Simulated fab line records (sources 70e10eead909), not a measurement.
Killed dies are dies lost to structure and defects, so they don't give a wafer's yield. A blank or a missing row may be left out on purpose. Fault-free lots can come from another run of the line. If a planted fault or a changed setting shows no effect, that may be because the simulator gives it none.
fab line records || flow nand-harc
record: {"lots": 6, "wafers": 18, "last-day": 25}
route steps=1159 shown A_BLC@989 A_M0@994
lots untouched by any fault: they come from a run of this same line in which no faults occurred
start-h: the number of hours between the record's first day and the start of the first shown wafer of the lot || wait-h: hours since the lot's step before || " as in the row above || L1.1+2: one row covering several wafers at once || - no value, or no start was given || * or withheld: withheld || < > ~ a bound
route shown NAME@n: a module of which the file shows steps, and the number in the route of the first || usual: mean and standard deviation over wafers with no fault || same: alike in all rows || chamber/n: place in a boat || sites: each site's reading || _std_site: standard deviation across them || _edge_site: inner sites' mean taken away from outer sites' mean || radius-mm: how far each site lies from the wafer's centre || mask NAME#n: copy n || behind: the last tool/chamber to shape the wafer || hold: reason for holding the lot/hours on hold/outcome of the hold || device: transistor that didn't switch, given as n, p or np || end of line: the route-end tests of the same wafers || where a step has no rows: the recipe by itself || killed: dies lost to structure and defects at the first sort, not the wafer's yield || map: the dies of a wafer, with x for killed, . for not killed, _ for no die there
set.NAME: setting as actually run; set.NAME@STEP: the setting as run at that earlier step || model.NAME: the simulator's own value behind a step, which no gauge read
a table for each step, a row for each wafer; lots at some steps of the route
services: when a tool's chamber went out of use (start-h, in hours from the record's first day, below 0 if earlier), for how many hours, and the reason
== steps ==
step: NHARC_A_BLC_CVD_24
recipe: {"target-thk-a": 1500, "temp-c": 300, "pressure-torr": 40, "wf6-flow-sccm": 40, "h2-flow-sccm": 1600, "ar-flow-sccm": 1560, "time-s": 434, "material": "W"}
usual: {"heater-power-w": "451/62", "mfc-h2-sccm": "1600/4.6", "throttle-valve-pct": "7.87/0.2"}
{"lot.wafer": "L220.2", "tool": "cvd-w-02", "chamber": 0, "start-h": "-", "wait-h": "-", "heater-power-w": 502, "mfc-h2-sccm": 1601, "throttle-valve-pct": 7.54}
{"lot.wafer": "L220.4", "tool": "cvd-w-02", "chamber": 1, "start-h": "-", "wait-h": "-", "heater-power-w": 426, "mfc-h2-sccm": 1591, "throttle-valve-pct": 7.76}
{"lot.wafer": "L220.5", "tool": "cvd-w-02", "chamber": 0, "start-h": "-", "wait-h": "-", "heater-power-w": 518, "mfc-h2-sccm": 1604, "throttle-valve-pct": 7.72}
{"lot.wafer": "L222.2", "tool": "cvd-w-01", "chamber": 1, "start-h": "-", "wait-h": "-", "heater-power-w": 341, "mfc-h2-sccm": 1604, "throttle-valve-pct": 8.15}
{"lot.wafer": "L222.4", "tool": "cvd-w-01", "chamber": 1, "start-h": "-", "wait-h": "-", "heater-power-w": 334, "mfc-h2-sccm": 1601, "throttle-valve-pct": 8.06}
{"lot.wafer": "L222.6", "tool": "cvd-w-01", "chamber": 1, "start-h": "-", "wait-h": "-", "heater-power-w": 337, "mfc-h2-sccm": 1594, "throttle-valve-pct": 7.96}
{"lot.wafer": "L233.2", "tool": "cvd-w-02", "chamber": 1, "start-h": "-", "wait-h": "-", "heater-power-w": 417, "mfc-h2-sccm": 1598, "throttle-valve-pct": 7.59}
{"lot.wafer": "L233.4", "tool": "cvd-w-02", "chamber": 0, "start-h": "-", "wait-h": "-", "heater-power-w": 522, "mfc-h2-sccm": 1606, "throttle-valve-pct": 7.70}
{"lot.wafer": "L233.5", "tool": "cvd-w-02", "chamber": 1, "start-h": "-", "wait-h": "-", "heater-power-w": 426, "mfc-h2-sccm": 1602, "throttle-valve-pct": 8.01}
{"lot.wafer": "L235.3", "tool": "cvd-w-02", "chamber": 1, "start-h": "-", "wait-h": "-", "heater-power-w": 423, "mfc-h2-sccm": 1598, "throttle-valve-pct": 7.93}
{"lot.wafer": "L235.4", "tool": "cvd-w-02", "chamber": 0, "start-h": "-", "wait-h": "-", "heater-power-w": 517, "mfc-h2-sccm": 1601, "throttle-valve-pct": 7.98}
{"lot.wafer": "L235.6", "tool": "cvd-w-02", "chamber": 1, "start-h": "-", "wait-h": "-", "heater-power-w": 438, "mfc-h2-sccm": 1594, "throttle-valve-pct": 7.85}
{"lot.wafer": "L240.2", "tool": "cvd-w-02", "chamber": 1, "start-h": "-", "wait-h": "-", "heater-power-w": 426, "mfc-h2-sccm": 1601, "throttle-valve-pct": 7.98}
{"lot.wafer": "L240.3", "tool": "cvd-w-02", "chamber": 0, "start-h": "-", "wait-h": "-", "heater-power-w": 510, "mfc-h2-sccm": 1590, "throttle-valve-pct": 7.91}
{"lot.wafer": "L240.6", "tool": "cvd-w-02", "chamber": 1, "start-h": "-", "wait-h": "-", "heater-power-w": 426, "mfc-h2-sccm": 1595, "throttle-valve-pct": 7.74}
{"lot.wafer": "L231.4", "tool": "cvd-w-02", "chamber": 0, "start-h": "-", "wait-h": "-", "heater-power-w": 535, "mfc-h2-sccm": 1603, "throttle-valve-pct": 8.01}
{"lot.wafer": "L231.3", "tool": "cvd-w-02", "chamber": 1, "start-h": "-", "wait-h": "-", "heater-power-w": 431, "mfc-h2-sccm": 1595, "throttle-valve-pct": 7.89}
{"lot.wafer": "L231.5", "tool": "cvd-w-02", "chamber": 1, "start-h": "-", "wait-h": "-", "heater-power-w": 424, "mfc-h2-sccm": 1594, "throttle-valve-pct": 8.09}
step: NHARC_A_BLC_CMP_25
recipe: {"t-overpolish-s": 30, "target-thk-nm": 150}
usual: {"motor-current-A": "12.1/1.1", "overpolish-run-s": "30.000/0.0099", "slurry-flow-ml-min": "150.0/0.46", "time-to-endpoint-s": "30.8/2.3"}
{"lot.wafer": "L220.4", "tool": "cmp-04", "chamber": 1, "start-h": 421.78, "wait-h": 0.3, "motor-current-A": 10.8, "overpolish-run-s": 29.997, "slurry-flow-ml-min": 150.7, "time-to-endpoint-s": 31.8}
{"lot.wafer": "L220.2", "tool": "cmp-04", "chamber": 2, "start-h": 421.78, "wait-h": 0.3, "motor-current-A": 12.2, "overpolish-run-s": 30.006, "slurry-flow-ml-min": 150.9, "time-to-endpoint-s": 31.1}
{"lot.wafer": "L220.5", "tool": "cmp-04", "chamber": 3, "start-h": 421.78, "wait-h": 0.3, "motor-current-A": 13.6, "overpolish-run-s": 30.005, "slurry-flow-ml-min": 149.6, "time-to-endpoint-s": 28.5}
{"lot.wafer": "L222.4", "tool": "cmp-03", "chamber": 2, "start-h": 446.50, "wait-h": 0.4, "motor-current-A": 11.2, "overpolish-run-s": 29.992, "slurry-flow-ml-min": 149.9, "time-to-endpoint-s": 30.9}
{"lot.wafer": "L222.2", "tool": "cmp-03", "chamber": 0, "start-h": 446.50, "wait-h": 0.4, "motor-current-A": 9.9, "overpolish-run-s": 29.999, "slurry-flow-ml-min": 149.9, "time-to-endpoint-s": 36.0}
{"lot.wafer": "L222.6", "tool": "cmp-03", "chamber": 2, "start-h": 446.50, "wait-h": 0.4, "motor-current-A": 11.4, "overpolish-run-s": 30.011, "slurry-flow-ml-min": 149.4, "time-to-endpoint-s": 31.0}
{"lot.wafer": "L233.2", "tool": "cmp-01", "chamber": 2, "start-h": 521.08, "wait-h": 0.4, "motor-current-A": 14.2, "overpolish-run-s": 30.023, "slurry-flow-ml-min": 149.9, "time-to-endpoint-s": 31.5}
{"lot.wafer": "L233.4", "tool": "cmp-01", "chamber": 3, "start-h": 521.08, "wait-h": 0.4, "motor-current-A": 11.9, "overpolish-run-s": 30.006, "slurry-flow-ml-min": 149.8, "time-to-endpoint-s": 33.6}
{"lot.wafer": "L233.5", "tool": "cmp-01", "chamber": 0, "start-h": 521.08, "wait-h": 0.4, "motor-current-A": 12.1, "overpolish-run-s": 29.994, "slurry-flow-ml-min": 150.3, "time-to-endpoint-s": 33.3}
{"lot.wafer": "L235.4", "tool": "cmp-04", "chamber": 3, "start-h": 543.58, "wait-h": 0.2, "motor-current-A": 13.4, "overpolish-run-s": 29.998, "slurry-flow-ml-min": 149.6, "time-to-endpoint-s": 28.0}
{"lot.wafer": "L235.3", "tool": "cmp-04", "chamber": 2, "start-h": 543.58, "wait-h": 0.2, "motor-current-A": 12.2, "overpolish-run-s": 30.002, "slurry-flow-ml-min": 149.9, "time-to-endpoint-s": 29.3}
{"lot.wafer": "L235.6", "tool": "cmp-04", "chamber": 0, "start-h": 543.58, "wait-h": 0.2, "motor-current-A": 12.3, "overpolish-run-s": 29.989, "slurry-flow-ml-min": 149.7, "time-to-endpoint-s": 28.8}
{"lot.wafer": "L240.2", "tool": "cmp-03", "chamber": 0, "start-h": 544.02, "wait-h": 0.4, "motor-current-A": 10.1, "overpolish-run-s": 29.997, "slurry-flow-ml-min": 150.2, "time-to-endpoint-s": 35.7}
{"lot.wafer": "L240.3", "tool": "cmp-03", "chamber": 2, "start-h": 544.02, "wait-h": 0.4, "motor-current-A": 11.9, "overpolish-run-s": 30.011, "slurry-flow-ml-min": 150.7, "time-to-endpoint-s": 33.4}
{"lot.wafer": "L240.6", "tool": "cmp-03", "chamber": 1, "start-h": 544.02, "wait-h": 0.4, "motor-current-A": 10.1, "overpolish-run-s": 29.995, "slurry-flow-ml-min": 149.8, "time-to-endpoint-s": 30.3}
{"lot.wafer": "L231.3", "tool": "cmp-01", "chamber": 3, "start-h": 557.69, "wait-h": 0.2, "motor-current-A": 11.7, "overpolish-run-s": 29.978, "slurry-flow-ml-min": 150.9, "time-to-endpoint-s": 29.7}
{"lot.wafer": "L231.4", "tool": "cmp-01", "chamber": 2, "start-h": 557.69, "wait-h": 0.2, "motor-current-A": 13.7, "overpolish-run-s": 30.004, "slurry-flow-ml-min": 149.6, "time-to-endpoint-s": 28.6}
{"lot.wafer": "L231.5", "tool": "cmp-01", "chamber": 3, "start-h": 557.69, "wait-h": 0.2, "motor-current-A": 11.8, "overpolish-run-s": 29.997, "slurry-flow-ml-min": 149.8, "time-to-endpoint-s": 31.6}
step: NHARC_A_BLC_SRD_27
step: NHARC_A_BLC_INSPECT_28
usual: {"raw-defect-count": "397/99"}
{"lot.wafer": "L220.2", "tool": "defect-inspect-01", "chamber": "-", "start-h": 422.14, "wait-h": 0.1, "raw-defect-count": 335}
{"lot.wafer": "L220.4", "tool": "defect-inspect-01", "chamber": "-", "start-h": 422.14, "wait-h": 0.1, "raw-defect-count": 460}
{"lot.wafer": "L220.5", "tool": "defect-inspect-01", "chamber": "-", "start-h": 422.14, "wait-h": 0.1, "raw-defect-count": 297}
{"lot.wafer": "L222.2", "tool": "defect-inspect-02", "chamber": "-", "start-h": 446.91, "wait-h": 0.1, "raw-defect-count": 278}
{"lot.wafer": "L222.4", "tool": "defect-inspect-02", "chamber": "-", "start-h": 446.91, "wait-h": 0.1, "raw-defect-count": 298}
{"lot.wafer": "L222.6", "tool": "defect-inspect-02", "chamber": "-", "start-h": 446.91, "wait-h": 0.1, "raw-defect-count": 299}
{"lot.wafer": "L233.2", "tool": "defect-inspect-02", "chamber": "-", "start-h": 521.44, "wait-h": 0.1, "raw-defect-count": 350}
{"lot.wafer": "L233.4", "tool": "defect-inspect-02", "chamber": "-", "start-h": 521.44, "wait-h": 0.1, "raw-defect-count": 375}
{"lot.wafer": "L233.5", "tool": "defect-inspect-02", "chamber": "-", "start-h": 521.44, "wait-h": 0.1, "raw-defect-count": 528}
{"lot.wafer": "L235.3", "tool": "defect-inspect-01", "chamber": "-", "start-h": 543.99, "wait-h": 0.1, "raw-defect-count": 553}
{"lot.wafer": "L235.4", "tool": "defect-inspect-01", "chamber": "-", "start-h": 543.99, "wait-h": 0.1, "raw-defect-count": 321}
{"lot.wafer": "L235.6", "tool": "defect-inspect-01", "chamber": "-", "start-h": 543.99, "wait-h": 0.1, "raw-defect-count": 534}
{"lot.wafer": "L240.2", "tool": "defect-inspect-01", "chamber": "-", "start-h": 544.43, "wait-h": 0.1, "raw-defect-count": 315}
{"lot.wafer": "L240.3", "tool": "defect-inspect-01", "chamber": "-", "start-h": 544.43, "wait-h": 0.1, "raw-defect-count": 444}
{"lot.wafer": "L240.6", "tool": "defect-inspect-01", "chamber": "-", "start-h": 544.43, "wait-h": 0.1, "raw-defect-count": 479}
{"lot.wafer": "L231.3", "tool": "defect-inspect-01", "chamber": "-", "start-h": 558.10, "wait-h": 0.1, "raw-defect-count": 364}
{"lot.wafer": "L231.4", "tool": "defect-inspect-01", "chamber": "-", "start-h": 558.10, "wait-h": 0.1, "raw-defect-count": 392}
{"lot.wafer": "L231.5", "tool": "defect-inspect-01", "chamber": "-", "start-h": 558.10, "wait-h": 0.1, "raw-defect-count": 296}
step: NHARC_A_M0_DEP_00
recipe: {"target-thk-a": 1500, "target-thk-nm": 150, "temp-c": "withheld", "pressure-torr": 5, "flow-sccm": 200, "rf-w": 600, "material": "SiOC"}
step: NHARC_A_M0_DEHYDRATE_01
recipe: {"temp-c": 150, "time-s": 120}
step: NHARC_A_M0_HMDS_02
recipe: {"time-s": 30}
step: NHARC_A_M0_COAT_33
recipe: {"temp-c": 200, "time-s": 65}
step: NHARC_A_M0_COAT_03
recipe: {"spin-rpm": 1500, "resist-thk-nm": 90}
step: NHARC_A_M0_SOFTBAKE_04
recipe: {"temp-c": 105, "time-s": 55}
step: NHARC_A_M0_EBR_05
step: NHARC_A_M0_EXPOSE_06
recipe: {"na": 1.35, "target-cd-nm": 80, "dose-mj": 83.25, "mask-id": "A_M0"}
usual: {"exposure-dose-mJ-cm2": "83.18/0.076", "focus-offset-nm": "0.0/0.49", "na": "1.35/0"}
{"lot.wafer": "L220.2", "tool": "arfi-scanner-03", "chamber": 0, "start-h": 423.08, "wait-h": "-", "mask": "A_M0#0", "exposure-dose-mJ-cm2": 83.22, "focus-offset-nm": -0.3, "na": 1.35}
{"lot.wafer": "L220.4", "tool": "arfi-scanner-03", "chamber": 0, "start-h": 423.08, "wait-h": "-", "mask": "A_M0#0", "exposure-dose-mJ-cm2": 83.19, "focus-offset-nm": 0.0, "na": 1.35}
{"lot.wafer": "L220.5", "tool": "arfi-scanner-03", "chamber": 0, "start-h": 423.08, "wait-h": "-", "mask": "A_M0#0", "exposure-dose-mJ-cm2": 83.19, "focus-offset-nm": -1.1, "na": 1.35}
{"lot.wafer": "L222.2", "tool": "arfi-scanner-02", "chamber": 0, "start-h": 447.84, "wait-h": "-", "mask": "A_M0#0", "exposure-dose-mJ-cm2": 83.27, "focus-offset-nm": 0.2, "na": 1.35}
{"lot.wafer": "L222.4", "tool": "arfi-scanner-02", "chamber": 0, "start-h": 447.84, "wait-h": "-", "mask": "A_M0#0", "exposure-dose-mJ-cm2": 83.12, "focus-offset-nm": 0.7, "na": 1.35}
{"lot.wafer": "L222.6", "tool": "arfi-scanner-02", "chamber": 0, "start-h": 447.84, "wait-h": "-", "mask": "A_M0#0", "exposure-dose-mJ-cm2": 83.30, "focus-offset-nm": -0.2, "na": 1.35}
{"lot.wafer": "L233.2", "tool": "arfi-scanner-02", "chamber": 0, "start-h": 522.57, "wait-h": "-", "mask": "A_M0#0", "exposure-dose-mJ-cm2": 83.26, "focus-offset-nm": 0.1, "na": 1.35}
{"lot.wafer": "L233.4", "tool": "arfi-scanner-02", "chamber": 0, "start-h": 522.57, "wait-h": "-", "mask": "A_M0#0", "exposure-dose-mJ-cm2": 83.19, "focus-offset-nm": 0.0, "na": 1.35}
{"lot.wafer": "L233.5", "tool": "arfi-scanner-02", "chamber": 0, "start-h": 522.57, "wait-h": "-", "mask": "A_M0#0", "exposure-dose-mJ-cm2": 83.25, "focus-offset-nm": 0.2, "na": 1.35}
{"lot.wafer": "L235.3", "tool": "arfi-scanner-02", "chamber": "-", "start-h": 544.88, "wait-h": "-", "mask": "A_M0#0", "exposure-dose-mJ-cm2": "-", "focus-offset-nm": "-", "na": "-"}
{"lot.wafer": "L235.4", "tool": "arfi-scanner-02", "chamber": "-", "start-h": 544.88, "wait-h": "-", "mask": "A_M0#0", "exposure-dose-mJ-cm2": "-", "focus-offset-nm": "-", "na": "-"}
{"lot.wafer": "L235.6", "tool": "arfi-scanner-02", "chamber": "-", "start-h": 544.88, "wait-h": "-", "mask": "A_M0#0", "exposure-dose-mJ-cm2": "-", "focus-offset-nm": "-", "na": "-"}
{"lot.wafer": "L240.2", "tool": "arfi-scanner-01", "chamber": "-", "start-h": 545.19, "wait-h": "-", "mask": "A_M0#0", "exposure-dose-mJ-cm2": "-", "focus-offset-nm": "-", "na": "-"}
{"lot.wafer": "L240.3", "tool": "arfi-scanner-01", "chamber": "-", "start-h": 545.19, "wait-h": "-", "mask": "A_M0#0", "exposure-dose-mJ-cm2": "-", "focus-offset-nm": "-", "na": "-"}
{"lot.wafer": "L240.6", "tool": "arfi-scanner-01", "chamber": "-", "start-h": 545.19, "wait-h": "-", "mask": "A_M0#0", "exposure-dose-mJ-cm2": "-", "focus-offset-nm": "-", "na": "-"}
{"lot.wafer": "L231.3", "tool": "arfi-scanner-02", "chamber": 0, "start-h": 558.86, "wait-h": "-", "mask": "A_M0#0", "exposure-dose-mJ-cm2": 83.04, "focus-offset-nm": -0.1, "na": 1.35}
{"lot.wafer": "L231.4", "tool": "arfi-scanner-02", "chamber": 0, "start-h": 558.86, "wait-h": "-", "mask": "A_M0#0", "exposure-dose-mJ-cm2": 83.25, "focus-offset-nm": -0.5, "na": 1.35}
{"lot.wafer": "L231.5", "tool": "arfi-scanner-02", "chamber": 0, "start-h": 558.86, "wait-h": "-", "mask": "A_M0#0", "exposure-dose-mJ-cm2": 83.16, "focus-offset-nm": 0.0, "na": 1.35}
step: NHARC_A_M0_PEB_07
recipe: {"peb-temp-c": 100, "peb-time-s": 65}
== services ==
{"tool": "cmp-04", "chamber": "-", "start-h": 400.87, "hours": 4.0, "kind": "pm"}
{"tool": "arfi-scanner-01", "chamber": "-", "start-h": 427.65, "hours": 15.9, "kind": "repair"}
{"tool": "arfi-scanner-02", "chamber": "-", "start-h": 428.00, "hours": 4.0, "kind": "pm"}
{"tool": "cmp-01", "chamber": "-", "start-h": 432.06, "hours": 0.3, "kind": "repair"}
{"tool": "arfi-scanner-03", "chamber": "-", "start-h": 438.50, "hours": 2.0, "kind": "repair"}
{"tool": "cvd-w-01", "chamber": 0, "start-h": 444.03, "hours": 12.0, "kind": "repair"}
{"tool": "cvd-w-01", "chamber": 1, "start-h": 447.00, "hours": 1.7, "kind": "repair"}
{"tool": "cvd-w-02", "chamber": 1, "start-h": 449.08, "hours": 3.4, "kind": "repair"}
{"tool": "arfi-scanner-01", "chamber": "-", "start-h": 454.85, "hours": 1.1, "kind": "repair"}
{"tool": "cmp-03", "chamber": "-", "start-h": 457.93, "hours": 4.0, "kind": "pm"}
{"tool": "arfi-scanner-01", "chamber": "-", "start-h": 471.41, "hours": 2.1, "kind": "repair"}
{"tool": "cmp-01", "chamber": "-", "start-h": 473.53, "hours": 4.0, "kind": "pm"}
{"tool": "cvd-w-01", "chamber": "-", "start-h": 477.88, "hours": 13.0, "kind": "pm"}
{"tool": "arfi-scanner-03", "chamber": "-", "start-h": 484.00, "hours": 4.0, "kind": "pm"}
{"tool": "cmp-01", "chamber": "-", "start-h": 497.91, "hours": 2.0, "kind": "repair"}
{"tool": "cmp-04", "chamber": "-", "start-h": 499.01, "hours": 4.0, "kind": "pm"}
{"tool": "arfi-scanner-03", "chamber": "-", "start-h": 510.94, "hours": 4.9, "kind": "repair"}
{"tool": "cmp-01", "chamber": "-", "start-h": 514.21, "hours": 0.5, "kind": "repair"}
{"tool": "cmp-04", "chamber": "-", "start-h": 517.08, "hours": 1.4, "kind": "repair"}
{"tool": "arfi-scanner-01", "chamber": "-", "start-h": 523.44, "hours": 1.1, "kind": "repair"}
{"tool": "arfi-scanner-01", "chamber": "-", "start-h": 527.11, "hours": 1.3, "kind": "repair"}
{"tool": "arfi-scanner-01", "chamber": "-", "start-h": 540.00, "hours": 4.0, "kind": "pm"}
{"tool": "cmp-03", "chamber": "-", "start-h": 550.37, "hours": 0.4, "kind": "repair"}
{"tool": "cmp-03", "chamber": "-", "start-h": 555.95, "hours": 4.0, "kind": "pm"}
== key ==
first-sign: {"step": "NHARC_A_M0_EXPOSE_06", "reading": "tool-record", "direction": "missing"}
effect none on later readings
met-at NHARC_A_M0_EXPOSE_06
struck-wafers L235.3,L235.4,L235.6,L240.2,L240.3,L240.6
later-rows-left-out L235.3,L235.4,L235.6,L240.2,L240.3,L240.6
sort-left-out L235.3,L235.4,L235.6,L240.2,L240.3,L240.6
onset-between 522.57 544.88
fault: {"kind": "skipped-step-whole", "tool": "arfi-scanner-01,arfi-scanner-02", "chamber": "-", "onset-h": 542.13, "steps": "NHARC_A_M0_EXPOSE_06", "scope": "struck-lots-only"}
sort-left-out: the simulated sort isn't trusted on such a fault, so these wafers' sort isn't shown, and their yield isn't known
later-rows-left-out: the simulator's readings of these wafers behind a module that went badly wrong aren't trusted and aren't shown, but for the sort
